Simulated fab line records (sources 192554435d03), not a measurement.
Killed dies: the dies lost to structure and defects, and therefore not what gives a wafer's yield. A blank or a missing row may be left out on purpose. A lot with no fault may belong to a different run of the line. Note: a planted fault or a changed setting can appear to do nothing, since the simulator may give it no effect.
Chamber matching -- flow n5-finfet -- 4 sister chambers for N5_BEOL_M7_DESCUM_16 on rie-diel-04
The step chemistry O2, time 7.9 s. 14 wafers are shown with their chamber, then 7 later ones without.

WAFERS, EACH WITH ITS CHAMBER
wafer,chamber,showerhead-plenum-p-Torr (Torr),drypump-motor-current-A (A),throttle-valve-pct (%)
L075.2,0,2.09,5.3,20.23
L075.4,3,2.15,4.9,20.49
L075.6,0,2.09,5.3,20.25
L081.1,3,2.14,4.9,20.49
L081.2,2,1.99,5.1,20.45
L081.6,3,2.14,4.9,20.49
L085.2,2,1.98,5.1,20.49
L085.5,1,2.14,4.9,20.71
L085.6,0,2.08,5.3,20.26
L087.2,3,2.14,4.9,20.53
L087.3,0,2.08,5.3,20.27
L087.6,1,2.14,5.0,20.71
L086.1,3,2.14,4.9,20.51
L086.3,0,2.08,5.3,20.28

SIGNATURES (averages over the wafers above)
reading,chamber 0,chamber 1,chamber 2,chamber 3,scatter within a chamber
showerhead-plenum-p-Torr,2.0840,2.1400,1.9850,2.1420,0.005
drypump-motor-current-A,5.300,4.950,5.100,4.900,0.0224
throttle-valve-pct,20.2580,20.7100,20.4700,20.5020,0.0189
Rule: for a wafer and a chamber, the distance is found by dividing, reading by reading, the gap between the wafer's reading and the chamber's mean by the reading's scatter, squaring, summing and taking the root. The wafer belongs to the nearest chamber; if the next one is less than 2 further off, it can't be placed. The scatter: take each reading less its chamber's mean, square it, sum over the shown wafers, divide by the number of wafers less the number of chambers, and take the root.

WAFERS WITHOUT THEIR CHAMBER
wafer,showerhead-plenum-p-Torr (Torr),drypump-motor-current-A (A),throttle-valve-pct (%)
L086.5,1.98,5.1,20.46
L089.1,1.98,5.1,20.47
L089.4,2.14,4.9,20.52
L089.6,1.98,5.1,20.47
L096.1,2.08,5.3,20.31
L096.2,2.13,5.0,20.75
L096.5,2.08,5.3,20.29

THE CHAMBER EACH PASSED THROUGH
wafer,from the rows above,in truth
L086.5,2,2
L089.1,2,2
L089.4,3,3
L089.6,2,2
L096.1,0,0
L096.2,1,1
L096.5,0,0
Correct placement for 7 of the 7. Can't be placed from these rows: 0. Placed wrongly: 0.
